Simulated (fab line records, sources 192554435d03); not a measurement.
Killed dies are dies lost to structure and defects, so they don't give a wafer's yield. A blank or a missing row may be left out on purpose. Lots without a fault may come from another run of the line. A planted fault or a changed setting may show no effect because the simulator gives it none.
fab line records | flow n5_finfet
record lots=6 wafers=18 last_day=15
route steps=1938 shown MIM_BOT_LITHO@1855 MIM_BOT_ETCH@1866
lots that met no fault: from a run of the same line without faults
start_h: hours from the record's first day to the start of the lot's first wafer shown | wait_h: hours since the lot's step before | " the same as in the row above | L1.1+2: a row that stands for several wafers | - no value, or no start given | * or withheld: withheld | < > ~ a bound
route shown NAME@n: a module of which the file shows steps, and the number in the route of the first | usual: mean/standard deviation of fault-free wafers | same: alike in all rows | chamber/n: place in a boat | sites: the reading at each site | _std_site: their standard deviation | _edge_site: outer sites' mean less inner sites' | radius_mm: how far each site lies from the wafer's centre | mask NAME#n: copy n | behind: the tool/chamber that last shaped the wafer | hold: why the lot was held/for how many hours/how that ended | device: the transistor (n, p or np) that didn't switch | end of line: the same wafers' tests at the end of the route | a step without rows: its recipe alone | killed: dies lost to structure and defects at the first sort, not the wafer's yield | map: a wafer's dies, x killed, . not, _ none there
set.NAME: the setting as run; set.NAME@STEP: as run at that earlier step | model.NAME: the simulator's own value behind a step, which no gauge read
lots at some steps of the route; a table a step, a row a wafer
services: from which hour (start_h, from the record's first day; less than 0 if before it) a tool's chamber was out of use, for how many hours, and why
## steps
# step N5_MIM_BOT_LITHO_COAT_02
# recipe spin_rpm=* resist_thk_nm=*
# step N5_MIM_BOT_LITHO_EBR_04
# recipe solvent=PGMEA ebr_width_mm=1.5
# step N5_MIM_BOT_LITHO_SOFTBAKE_03
# recipe temp_c=100 time_s=90
# step N5_MIM_BOT_LITHO_EXPOSE_05
# recipe mask_id=MIM_BOT na=0.55 source_shape=conventional sigma_outer=0.8 polarization=unpolarized dose_mj=24.25
# step N5_MIM_BOT_LITHO_PEB_06
# recipe peb_temp_c=withheld peb_time_s=*
# step N5_MIM_BOT_LITHO_DEVELOP_07
# recipe develop_time_s=60 rinse_liquid=diw dry=air_spin dev_temp_c=21
# step N5_MIM_BOT_LITHO_HARDBAKE_09
# recipe temp_c=130 time_s=120
# step N5_MIM_BOT_LITHO_CD_MEAS_08
# recipe target_cd_nm=3000 landing_energy_ev=500 detector=se_inlens polarity=opening
# usual cd_nm=2999.3/1.4
# columns lot.wafer tool chamber start_h wait_h cd_nm
L552.4 cd_sem-03 0 259.58 - 2999.5
L552.5 " 0 " " 3001.0
L552.6 " 0 " " 3000.3
L562.1 cd_sem-03 0 320.78 - 2998.6
L562.2 " 0 " " 2998.0
L562.5 " 0 " " 2999.4
L563.2 cd_sem-03 0 320.97 - 3000.6
L563.4 " 0 " " 3000.0
L563.6 " 0 " " 3000.9
L561.1 cd_sem-02 0 323.10 - 2998.1
L561.3 " 0 " " 2997.4
L561.4 " 0 " " 2998.5
L566.2 cd_sem-01 0 345.80 - 2999.4
L566.3 " 0 " " 2998.4
L566.4 " 0 " " 2998.2
L567.1 cd_sem-02 0 349.90 - 2999.4
L567.2 " 0 " " 3000.2
L567.4 " 0 " " 2999.7
# step N5_MIM_BOT_LITHO_OVL_MEAS_11
# recipe points_per_wafer=44
# usual MIM_BOT_OVL=-2/5.6
# columns lot.wafer tool chamber start_h wait_h MIM_BOT_OVL[nm]
L552.4 overlay-02 0 259.61 0.0 1
L552.5 " 0 " " -9
L552.6 " 0 " " -1
L562.1 overlay-02 0 320.81 0.0 -6
L562.2 " 0 " " -3
L562.5 " 0 " " -11
L563.2 overlay-01 0 321.00 0.0 4
L563.4 " 0 " " -2
L563.6 " 0 " " 3
L561.1 overlay-02 0 323.13 0.0 -9
L561.3 " 0 " " -6
L561.4 " 0 " " -18
L566.2 overlay-01 0 345.84 0.0 2
L566.3 " 0 " " -2
L566.4 " 0 " " -1
L567.1 overlay-02 0 349.93 0.0 0
L567.2 " 0 " " -7
L567.4 " 0 " " 2
# step N5_MIM_BOT_LITHO_INSPECT_12
# recipe mode=adi inspect_instrument=macro
# usual raw_defect_count=2.2/1.5
# columns lot.wafer tool chamber start_h wait_h raw_defect_count
L552.4 defect_inspect-02 - 259.64 0.0 3
L552.5 " - " " 0
L552.6 " - " " 4
L562.1 defect_inspect-01 - 320.83 0.0 1
L562.2 " - " " 2
L562.5 " - " " 3
L563.2 defect_inspect-02 - 321.02 0.0 2
L563.4 " - " " 4
L563.6 " - " " 1
L561.1 defect_inspect-02 - 323.15 0.0 3
L561.3 " - " " 3
L561.4 " - " " 4
L566.2 defect_inspect-02 - 345.87 0.0 4
L566.3 " - " " 2
L566.4 " - " " 2
L567.1 defect_inspect-01 - 349.95 0.0 5
L567.2 " - " " 0
L567.4 " - " " 3
# step N5_MIM_BOT_LITHO_DESCUM_10
# recipe chemistry=O2 time_s=7.9 source_power_w=50 bias_power_w=20 pressure_mtorr=20 rf_frequency_hz=2.712e+07 temp_c=40 o2_flow_sccm=225
# usual drypump_motor_current_A=5.9/0.41 oes_product_au=0.83/0.078 rf_vpp_V=243.4/1.4 showerhead_plenum_p_Torr=2.11/0.07 throttle_valve_pct=20.24/0.24
# same time_s=7.9
# columns lot.wafer tool chamber start_h wait_h drypump_motor_current_A oes_product_au rf_hours_counter_h rf_vpp_V showerhead_plenum_p_Torr throttle_valve_pct
L552.4 rie_diel-02 0 259.70 0.1 5.5 0.77 - 243.6 2.09 19.98
L552.5 " 3 " " 5.9 0.77 - 243.4 2.10 20.43
L552.6 " 2 " " 5.6 0.90 - 243.6 2.13 20.65
L562.1 rie_diel-02 1 321.11 0.3 4.8 0.93 16 244.9 2.23 20.03
L562.2 " 2 " " 5.6 0.85 64 243.7 2.12 20.67
L562.5 " 3 " " 5.9 0.74 - 243.7 2.09 20.45
L563.2 rie_diel-01 3 321.23 0.2 6.2 0.80 99 244.2 2.20 20.20
L563.4 " 2 " " 5.6 0.72 231 242.1 2.06 20.14
L563.6 " 2 " " 5.5 0.72 - 242.3 2.06 20.16
L561.1 rie_diel-02 2 323.19 0.0 5.6 0.86 65 243.5 2.12 20.67
L561.3 " 1 " " 4.8 0.93 17 246.2 2.23 20.05
L561.4 " 0 " " 5.5 0.75 158 244.8 2.08 20.04
L566.2 rie_diel-01 1 345.90 0.0 5.9 0.80 94 241.0 2.01 20.22
L566.3 " 0 " " 6.2 0.84 65 244.2 2.11 19.90
L566.4 " 2 " " 5.6 0.71 239 242.4 2.05 20.17
L567.1 rie_diel-03 1 349.99 0.0 5.8 0.93 14 244.2 2.15 20.13
L567.2 " 3 " " 6.3 0.87 44 242.6 2.05 20.45
L567.4 " 0 " " 6.3 0.84 61 243.6 2.03 19.97
# step N5_MIM_BOT_ETCH_ETCH_04
# recipe chemistry=CF4/O2 target=SiNx target_depth_a=260 time_s=13 ion_energy_ev=100 pressure_mtorr=40 source_w=535 bias_w=49 Ar_flow_sccm=100 cf4_flow_sccm=100 O2_flow_sccm=10
# usual bias_w=49.01/0.15 drypump_motor_current_A=5.9/0.41 oes_product_au=0.83/0.078 rf_vpp_V=240/3.2 showerhead_plenum_p_Torr=2.22/0.068 throttle_valve_pct=15.81/0.23
# same time_s=13
# columns lot.wafer tool chamber start_h wait_h bias_w drypump_motor_current_A oes_product_au rf_hours_counter_h rf_vpp_V showerhead_plenum_p_Torr throttle_valve_pct
L552.4 rie_diel-02 0 259.77 0.0 49.06 5.5 0.76 - 239 2.21 15.64
L552.5 " 3 " " 49.23 5.9 0.76 - 243 2.22 16.05
L552.6 " 2 " " 48.87 5.7 0.88 - 239 2.24 16.17
L562.1 rie_diel-02 1 321.18 0.0 49.01 4.8 0.93 16 243 2.34 15.56
L562.2 " 2 " " 48.95 5.6 0.86 64 238 2.24 16.21
L562.5 " 3 " " 49.06 5.9 0.75 - 243 2.21 16.07
L563.2 rie_diel-01 3 321.29 0.0 48.81 6.2 0.78 99 242 2.31 15.74
L563.4 " 2 " " 49.07 5.6 0.72 231 234 2.18 15.83
L563.6 " 2 " " 49.02 5.6 0.71 - 235 2.18 15.84
L561.1 rie_diel-02 2 323.25 0.0 48.97 5.6 0.87 65 238 2.24 16.22
L561.3 " 1 " " 48.89 4.8 0.94 17 243 2.34 15.56
L561.4 " 0 " " 48.93 5.5 0.76 158 240 2.20 15.67
L566.2 rie_diel-01 1 345.97 0.0 49.00 5.9 0.81 95 235 2.13 15.87
L566.3 " 0 " " 48.97 6.2 0.84 65 237 2.23 15.52
L566.4 " 2 " " 49.10 5.6 0.72 239 235 2.17 15.84
L567.1 rie_diel-03 1 350.05 0.0 48.92 5.8 0.93 14 241 2.25 15.60
L567.2 " 3 " " 49.17 6.3 0.86 44 237 2.16 15.94
L567.4 " 0 " " 48.99 6.3 0.83 61 242 2.15 15.56
# step N5_MIM_BOT_ETCH_ETCH_03
# recipe chemistry=Cl2/BCl3 target_depth_a=120 pressure_mtorr=8 icp_w=800 bias_w=100 Cl2_flow_sccm=20 bcl3_flow_sccm=80
# usual bias_w=100.00/0.3 drypump_motor_current_A=5.7/0.48 oes_product_au=0.79/0.096 throttle_valve_pct=27.60/0.21
# columns lot.wafer tool chamber start_h wait_h bias_w drypump_motor_current_A oes_product_au rf_hours_counter_h throttle_valve_pct
L552.4 rie_metal-01 1 259.85 0.1 100.18 6.2 0.81 - 27.76
L552.5 " 1 " " 100.29 6.2 0.80 - 27.75
L552.6 " 0 " " 100.09 5.5 0.89 - 27.64
L562.1 rie_metal-01 0 321.27 0.1 95.70 5.5 0.86 14 27.66
L562.2 " 1 " " 96.11 6.2 0.79 43 27.79
L562.5 " 0 " " 95.80 5.5 0.86 - 27.68
L563.2 rie_metal-03 0 321.38 0.1 100.32 5.6 0.80 37 27.71
L563.4 " 0 " " 100.70 5.5 0.80 - 27.71
L563.6 " 0 " " 100.21 5.6 0.81 - 27.72
L561.1 rie_metal-01 1 323.34 0.1 95.55 6.2 0.78 43 27.77
L561.3 " 0 " " 95.16 5.5 0.87 - 27.66
L561.4 " 1 " " 95.51 6.2 0.78 - 27.77
L566.2 rie_metal-03 0 346.05 0.1 99.69 5.5 0.80 40 27.72
L566.3 " 1 " " 100.78 5.7 0.75 - 27.46
L566.4 " 0 " " 99.87 5.6 0.80 - 27.73
L567.1 rie_metal-03 0 350.14 0.1 100.28 5.6 0.78 41 27.73
L567.2 " 1 " " 99.69 5.7 0.74 51 27.46
L567.4 " 0 " " 100.14 5.6 0.78 - 27.74
# step N5_MIM_BOT_ETCH_ETCH_00
# recipe chemistry=Cl2/BCl3 target=TiN target_depth_a=455 ion_energy_ev=150 pressure_mtorr=10 icp_w=1000 bias_w=126 Cl2_flow_sccm=53.25 bcl3_flow_sccm=21.75 Ar_flow_sccm=25
# usual bias_w=126.0/0.39 drypump_motor_current_A=5.7/0.47 oes_product_au=0.79/0.095 throttle_valve_pct=22.03/0.22
# columns lot.wafer tool chamber start_h wait_h bias_w drypump_motor_current_A oes_product_au rf_hours_counter_h throttle_valve_pct
L552.4 rie_metal-01 1 259.95 0.1 126.2 6.2 0.81 - 22.21
L552.5 " 1 " " 125.7 6.2 0.82 - 22.20
L552.6 " 0 " " 125.9 5.5 0.90 - 22.09
L562.1 rie_metal-01 0 321.36 0.1 125.7 5.5 0.87 14 22.10
L562.2 " 1 " " 125.7 6.2 0.79 43 22.24
L562.5 " 0 " " 125.7 5.5 0.86 - 22.11
L563.2 rie_metal-03 0 321.47 0.1 125.7 5.5 0.81 38 22.08
L563.4 " 0 " " 126.4 5.6 0.80 - 22.10
L563.6 " 0 " " 126.2 5.6 0.80 - 22.10
L561.1 rie_metal-01 1 323.43 0.1 126.3 6.2 0.80 43 22.21
L561.3 " 0 " " 126.4 5.5 0.87 - 22.09
L561.4 " 1 " " 125.7 6.2 0.80 - 22.21
L566.2 rie_metal-03 0 346.14 0.1 126.0 5.5 0.79 40 22.12
L566.3 " 1 " " 126.0 5.7 0.75 - 21.84
L566.4 " 0 " " 126.6 5.5 0.79 - 22.13
L567.1 rie_metal-03 0 350.23 0.1 126.0 5.6 0.80 41 22.12
L567.2 " 1 " " 126.2 5.7 0.75 51 21.84
L567.4 " 0 " " 125.7 5.6 0.79 - 22.12
## services
# columns tool chamber start_h hours kind
rie_diel-02 1 238.88 - clean
rie_diel-02 1 238.88 - consumable_replace:focus_ring
rie_diel-02 1 238.88 - consumable_replace:showerhead
rie_diel-02 1 238.88 29.3 scheduled_down
rie_diel-02 1 238.88 29.3 vent_cycle
rie_metal-01 0 274.69 5.8 repair
rie_metal-03 1 284.91 1.2 repair
rie_metal-01 - 294.76 2.8 pm
rie_diel-03 1 296.75 - clean
rie_diel-03 1 296.75 - consumable_replace:focus_ring
rie_diel-03 - 297.60 0.3 repair
rie_diel-03 2 307.14 2.8 repair
rie_diel-03 2 325.56 - clean
rie_diel-03 2 325.56 - consumable_replace:focus_ring
rie_diel-03 2 325.56 - consumable_replace:showerhead
rie_diel-03 2 325.56 22.2 scheduled_down
rie_diel-03 2 325.56 22.2 vent_cycle
rie_diel-01 - 326.39 2.8 pm
rie_diel-02 1 347.22 1.7 repair
## key
first_sign step=N5_MIM_BOT_ETCH_ETCH_03 reading=bias_w direction=down sigmas=15 usual=* struck=*
effect none on later readings
met_at N5_MIM_BOT_ETCH_ETCH_03
struck_wafers L561.1,L561.3,L561.4,L562.1,L562.2,L562.5
onset_between 259.85 321.27
fault kind=process_parameter_drift tool=rie_metal-01 chamber=- onset_h=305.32 steps=N5_MIM_BOT_ETCH_ETCH_03 channel=bias_w offset=* shape=step end_h=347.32 acts_in=* stated=*
